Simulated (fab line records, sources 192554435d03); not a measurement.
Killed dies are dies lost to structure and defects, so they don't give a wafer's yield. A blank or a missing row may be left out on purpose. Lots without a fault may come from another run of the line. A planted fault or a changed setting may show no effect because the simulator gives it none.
Which tool did it? | flow n5_finfet | 9 lots, 25 wafers sampled, at 5 steps of a route of 1938

WHAT THE GAUGES READ, wafer by wafer
N5_BEOL_M4_RC_MEAS_101. Usual: DIBL_N 36.9 mV/V, standard deviation 2.1; DIBL_P 37.1 mV/V, standard deviation 2.5; IOFF_N 0.17 nA/um, standard deviation 0.039; IOFF_P 0.23 nA/um, standard deviation 0.043; ION_N 673 uA/um, standard deviation 15; ION_P 462 uA/um, standard deviation 9.1; SS_N 71.8 mV/dec, standard deviation 0.69; SS_P 73.6 mV/dec, standard deviation 0.74; VT_N 250 mV, standard deviation 3.6; VT_P -249.7 mV, standard deviation 2.9.
lot  | measured     | on        | DIBL_N (mV/V)  | DIBL_P (mV/V)  | IOFF_N (nA/um) | IOFF_P (nA/um) | ION_N (uA/um) | ION_P (uA/um) | SS_N (mV/dec)  | SS_P (mV/dec)  | VT_N (mV)   | VT_P (mV)            | flag
L379 | day 8 13:13  | prober-02 | 40.9 39.4      | 43.9 41.2      | 0.29 0.23      | 0.35 0.29      | 703 682       | 476 461       | 72.5 72.1      | 75.0 74.2      | 241 245     | -245.6 -245.4        |
L381 | day 9 05:56  | prober-02 | 35.4 34.6 37.6 | 35.1 34.5 37.6 | 0.14 0.14 0.18 | 0.20 0.19 0.22 | 662 659 683   | 456 451 469   | 71.9 72.0 72.3 | 74.4 73.8 74.3 | 255 254 251 | -251.6 -250.6 -250.2 |
L383 | day 9 06:20  | prober-01 | 35.2 38.6 39.4 | 34.9 38.4 39.8 | 0.13 0.20 0.21 | 0.19 0.26 0.27 | 657 673 680   | 453 462 467   | 71.6 71.9 71.9 | 72.6 73.9 73.5 | 254 250 245 | -252.9 -246.8 -245.6 |
L384 | day 9 13:22  | prober-02 | 36.1 36.6 36.8 | 34.1 36.1 36.1 | 0.13 0.14 0.15 | 0.19 0.22 0.23 | 668 676 654   | 461 470 456   | 70.6 71.1 71.0 | 72.6 72.7 73.3 | 256 251 252 | -251.9 -249.4 -248.9 |
L394 | day 12 03:23 | prober-01 | 39.1 35.9 40.5 | 39.0 36.4 42.4 | 0.23 0.16 0.25 | 0.26 0.21 0.31 | 689 673 701   | 473 457 476   | 72.1 71.3 72.7 | 73.4 73.0 74.5 | 244 250 246 | -245.7 -250.8 -247.9 |
L395 | day 12 15:34 | prober-01 | 35.0 37.8 38.7 | 34.9 37.7 39.2 | 0.13 0.18 0.21 | 0.17 0.21 0.23 | 666 671 688   | 452 459 464   | 71.7 71.5 71.6 | 73.0 73.5 73.8 | 252 247 245 | -250.4 -250.6 -248.9 |
L396 | day 12 20:08 | prober-01 | 41.5 40.1 39.6 | 43.9 41.3 41.0 | 0.30 0.24 0.24 | 0.36 0.29 0.29 | 708 683 680   | 488 458 465   | 74.2 73.1 72.7 | 75.1 75.2 74.4 | 242 243 245 | -243.0 -246.1 -245.1 |
L397 | day 12 20:01 | prober-02 | 35.4 37.2      | 36.7 37.4      | 0.15 0.17      | 0.21 0.22      | 682 679       | 469 463       | 71.2 71.5      | 73.3 74.3      | 250 250     | -251.0 -249.4        |
L398 | day 13 11:34 | prober-01 | 35.2 33.2 35.0 | 35.2 32.6 34.3 | 0.16 0.13 0.17 | 0.24 0.19 0.21 | 658 666 649   | 459 464 453   | 71.6 71.5 72.1 | 73.2 72.3 72.9 | 249 252 250 | -246.8 -248.8 -248.8 |

WHICH TOOL RAN EACH LOT (tool, then ch and the chambers of the sampled wafers, then the start)
lot  | N5_SDB_DESCUM_16                  | N5_SDB_ETCH_17                    | N5_SDB_CMP_30                | N5_HKMG_FIN_HK_ANNEAL_02
L379 | rie_diel-06 ch 2,3, day 4 04:53   | rie_diel-06 ch 2,3, day 4 04:56   | cmp-03 ch 0,1, day 4 08:26   | rtp_anneal-02 ch 0, day 4 09:49
L381 | rie_diel-03 ch 1,2,3, day 4 18:39 | rie_diel-03 ch 1,2,3, day 4 18:41 | cmp-02 ch 1,2,3, day 4 22:16 | rtp_anneal-01 ch 0, day 4 23:35
L383 | rie_diel-03 ch 2,3, day 5 05:40   | rie_diel-03 ch 2,3, day 5 05:41   | cmp-01 ch 0,3, day 5 10:39   | rtp_anneal-02 ch 0, day 5 12:08
L384 | rie_diel-03 ch 1,2, day 5 11:46   | rie_diel-03 ch 1,2, day 5 11:47   | cmp-02 ch 1,2, day 5 16:44   | rtp_anneal-01 ch 0, day 5 18:01
L394 | rie_diel-03 ch 1,2, day 8 01:02   | rie_diel-03 ch 1,2, day 8 01:05   | cmp-03 ch 0,1,3, day 8 05:20 | rtp_anneal-01 ch 0, day 8 06:31
L395 | rie_diel-03 ch 1,3, day 8 06:14   | rie_diel-03 ch 1,3, day 8 06:17   | cmp-02 ch 1,2,3, day 8 09:46 | rtp_anneal-02 ch 0, day 8 10:55
L396 | rie_diel-06 ch 0,1,3, day 8 12:35 | rie_diel-06 ch 0,1,3, day 8 12:37 | cmp-03 ch 1,2,3, day 8 17:11 | rtp_anneal-02 ch 0, day 8 18:25
L397 | rie_diel-03 ch 0,3, day 8 18:24   | rie_diel-03 ch 0,3, day 8 18:26   | cmp-02 ch 0,2, day 8 21:59   | rtp_anneal-01 ch 0, day 8 23:07
L398 | rie_diel-06 ch 1,2, day 9 02:15   | rie_diel-06 ch 1,2, day 9 02:17   | cmp-02 ch 1,2,3, day 9 05:48 | rtp_anneal-01 ch 0, day 9 07:02
- N5_SDB_DESCUM_16: chemistry O2, time 7.9 s.
- N5_SDB_ETCH_17: etches SiARC in CF4, target depth 23.4 nm, time 39 s.
- N5_SDB_CMP_30: polishes, stops on poly-Si, t overpolish 1.54 s, target thk 30 nm.
- N5_HKMG_FIN_HK_ANNEAL_02: time 30 s.

WHAT THE TOOLS THEMSELVES READ (means of the sampled wafers that have a number; where no wafer has one, the mark that the record gives instead)
N5_SDB_DESCUM_16. Usual: drypump_motor_current_A 5.5 A, standard deviation 0.45; oes_product_au 0.81 a.u., standard deviation 0.11; rf_fwd_power_W 49.37 W, standard deviation 0.23; rf_vpp_V 243.3 V, standard deviation 1.1; showerhead_plenum_p_Torr 2.11 Torr, standard deviation 0.053; temp_c 39.99 C, standard deviation 0.12; throttle_valve_pct 20.54 %, standard deviation 0.25.
lot  | tool        | drypump_motor_current_A (A) | oes_product_au (a.u.) | rf_fwd_power_W (W) | rf_vpp_V (V) | showerhead_plenum_p_Torr (Torr) | temp_c (C) | throttle_valve_pct (%) | flag
L379 | rie_diel-06 | 4.8                         | 0.70                  | 49.48              | 243.5        | 2.14                            | 40.00      | 20.80                  |
L381 | rie_diel-03 | 5.7                         | 0.80                  | 49.28              | 243.5        | 2.14                            | 39.93      | 20.63                  |
L383 | rie_diel-03 | 5.7                         | 0.89                  | 49.17              | 244.1        | 2.17                            | 40.00      | 20.48                  |
L384 | rie_diel-03 | 5.9                         | 0.77                  | 49.37              | 242.6        | 2.10                            | 40.06      | 20.67                  |
L394 | rie_diel-03 | 5.9                         | 0.93                  | 49.27              | 243.0        | 2.09                            | 40.00      | 20.38                  |
L395 | rie_diel-03 | 5.7                         | 0.86                  | 49.34              | 243.3        | 2.09                            | 40.08      | 20.51                  |
L396 | rie_diel-06 | 5.3                         | 0.75                  | 49.49              | 243.8        | 2.12                            | 39.96      | 20.55                  |
L397 | rie_diel-03 | 5.9                         | 0.84                  | 49.07              | 243.0        | 2.10                            | 40.03      | 20.60                  |
L398 | rie_diel-06 | 5.5                         | 0.77                  | 49.74              | 243.0        | 2.07                            | 39.95      | 20.69                  |

N5_SDB_ETCH_17. Usual: cf4_flow_sccm 100.01 sccm, standard deviation 0.3; drypump_motor_current_A 5.5 A, standard deviation 0.45; etch_rf_on_time_s 39.3 s, standard deviation 1.2; oes_product_au 0.69 a.u., standard deviation 0.1; rf_fwd_power_W 535 W, standard deviation 3.1; rf_vpp_V 184.1 V, standard deviation 1.1; showerhead_plenum_p_Torr 2.15 Torr, standard deviation 0.049; throttle_valve_pct 15.63 %, standard deviation 0.28.
lot  | tool        | cf4_flow_sccm (sccm) | drypump_motor_current_A (A) | etch_rf_on_time_s (s) | oes_product_au (a.u.) | rf_fwd_power_W (W) | rf_vpp_V (V) | showerhead_plenum_p_Torr (Torr) | throttle_valve_pct (%) | flag
L379 | rie_diel-06 | 100.14               | 4.8                         | 40.0                  | 0.59                  | 535                | 183.3        | 2.17                            | 15.87                  |
L381 | rie_diel-03 | 99.84                | 5.7                         | 39.9                  | 0.68                  | 533                | 184.1        | 2.16                            | 15.61                  |
L383 | rie_diel-03 | 100.30               | 5.7                         | 39.4                  | 0.76                  | 533                | 184.2        | 2.19                            | 15.39                  |
L384 | rie_diel-03 | 99.72                | 5.9                         | 39.6                  | 0.66                  | 532                | 184.3        | 2.12                            | 15.64                  |
L394 | rie_diel-03 | 99.72                | 5.8                         | 38.6                  | 0.80                  | 534                | 184.2        | 2.11                            | 15.32                  |
L395 | rie_diel-03 | 99.93                | 5.7                         | 38.7                  | 0.73                  | 534                | 183.2        | 2.12                            | 15.56                  |
L396 | rie_diel-06 | 99.96                | 5.3                         | 39.6                  | 0.64                  | 539                | 183.7        | 2.17                            | 15.73                  |
L397 | rie_diel-03 | 99.95                | 5.9                         | 40.2                  | 0.70                  | 532                | 183.7        | 2.16                            | 15.81                  |
L398 | rie_diel-06 | 99.92                | 5.5                         | 40.2                  | 0.65                  | 537                | 183.1        | 2.11                            | 15.85                  |

N5_SDB_CMP_30. Usual: motor_current_A 12.7 A, standard deviation 1.1; overpolish_run_s 1.540 s, standard deviation 0.008; time_to_endpoint_s 17 s, standard deviation 3.8.
lot  | tool   | motor_current_A (A) | overpolish_run_s (s) | time_to_endpoint_s (s) | flag
L379 | cmp-03 | 13.9                | 1.531                | 12                     |
L381 | cmp-02 | 12.2                | 1.543                | 17                     |
L383 | cmp-01 | 12.6                | 1.540                | 17                     |
L384 | cmp-02 | 12.3                | 1.546                | 15                     |
L394 | cmp-03 | 12.5                | 1.534                | 18                     |
L395 | cmp-02 | 12.4                | 1.545                | 16                     |
L396 | cmp-03 | 11.5                | 1.541                | 17                     |
L397 | cmp-02 | 11.6                | 1.542                | 18                     |
L398 | cmp-02 | 12.5                | 1.545                | 17                     |

N5_HKMG_FIN_HK_ANNEAL_02. Usual: lamp_power_pct 8.80 %, standard deviation 0.056; lamp_zone_1_pct 8.797 %, standard deviation 0.011; lamp_zone_2_pct 8.798 %, standard deviation 0.012; lamp_zone_3_pct 8.797 %, standard deviation 0.012; lamp_zone_4_pct 8.793 %, standard deviation 0.012; lamp_zone_5_pct 8.798 %, standard deviation 0.011; lamp_zone_6_pct 8.725 %, standard deviation 0.011; lamp_zone_7_pct 9.194 %, standard deviation 0.013; wafer_temp_C_max 702.8, standard deviation 0.65.
lot  | tool          | lamp_power_pct (%) | lamp_zone_1_pct (%) | lamp_zone_2_pct (%) | lamp_zone_3_pct (%) | lamp_zone_4_pct (%) | lamp_zone_5_pct (%) | lamp_zone_6_pct (%) | lamp_zone_7_pct (%) | wafer_temp_C_max | flag
L379 | rtp_anneal-02 | 8.88               | 8.791               | 8.793               | 8.805               | 8.797               | 8.806               | 8.711               | 9.192               | 703.0            |
L381 | rtp_anneal-01 | 8.76               | 8.807               | 8.812               | 8.796               | 8.799               | 8.790               | 8.738               | 9.192               | 703.6            |
L383 | rtp_anneal-02 | 8.79               | 8.791               | 8.792               | 8.796               | 8.795               | 8.794               | 8.733               | 9.185               | 702.5            |
L384 | rtp_anneal-01 | 8.77               | 8.792               | 8.790               | 8.798               | 8.794               | 8.799               | 8.728               | 9.192               | 702.4            |
L394 | rtp_anneal-01 | 8.77               | 8.797               | 8.796               | 8.787               | 8.799               | 8.790               | 8.718               | 9.210               | 703.0            |
L395 | rtp_anneal-02 | 9.61               | 9.676               | 9.675               | 9.674               | 9.667               | 9.675               | 9.605               | 10.098              | 703.5            | OFF
L396 | rtp_anneal-02 | 9.74               | 9.676               | 9.666               | 9.672               | 9.663               | 9.669               | 9.599               | 10.114              | 703.0            | OFF
L397 | rtp_anneal-01 | 8.78               | 8.794               | 8.800               | 8.796               | 8.786               | 8.806               | 8.729               | 9.169               | 702.5            |
L398 | rtp_anneal-01 | 8.80               | 8.800               | 8.797               | 8.804               | 8.797               | 8.807               | 8.724               | 9.191               | 702.1            |

THE ANSWER, worked out from the rows above alone
Rule: a lot is off if the mean of its wafers that have a number lies more than 3 standard deviations from the usual mean. A lot without any number at a reading at which 4 lots or more have one is off too. The other lots that the step has rows for count as sound. The gauges are gone through in route order, then the tools' own readings, and for those a lot's mean is taken as printed above. The first step at which some lot is off is used, and at that step the reading that is off furthest; a lot without a number counts as furthest.
Off: L395, L396, at N5_HKMG_FIN_HK_ANNEAL_02 (lamp_zone_6_pct).
A tool fits if, at that step or a process step before it, it ran every lot that is off, and no sound lot after the first of them. One fits: rtp_anneal-02 at N5_HKMG_FIN_HK_ANNEAL_02. Its last sound lot is L383 (day 5 12:08), its first lot that is off L395 (day 8 10:55): a fault that began between those two fits.
The tool's own readings at N5_HKMG_FIN_HK_ANNEAL_02 bear it out: on the lots that are off they differ by more than 5 times the standard deviation of the sound lots' means. lamp_power_pct reads 9.68 % there against 8.79 % on the sound lots; lamp_zone_1_pct reads 9.676 % there against 8.796 % on the sound lots; lamp_zone_2_pct reads 9.671 % there against 8.797 % on the sound lots; lamp_zone_3_pct reads 9.673 % there against 8.797 % on the sound lots; lamp_zone_4_pct reads 9.665 % there against 8.795 % on the sound lots; lamp_zone_5_pct reads 9.672 % there against 8.799 % on the sound lots; lamp_zone_6_pct reads 9.602 % there against 8.726 % on the sound lots; lamp_zone_7_pct reads 10.106 % there against 9.190 % on the sound lots.

WHAT THE SIMULATOR HAD PUT IN
Process parameter drift: rtp_anneal-02, from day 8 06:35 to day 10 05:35, at N5_HKMG_FIN_HK_ANNEAL_02. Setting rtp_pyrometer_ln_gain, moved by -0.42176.
Lots struck among those shown: L395, L396. The rule above found the same.
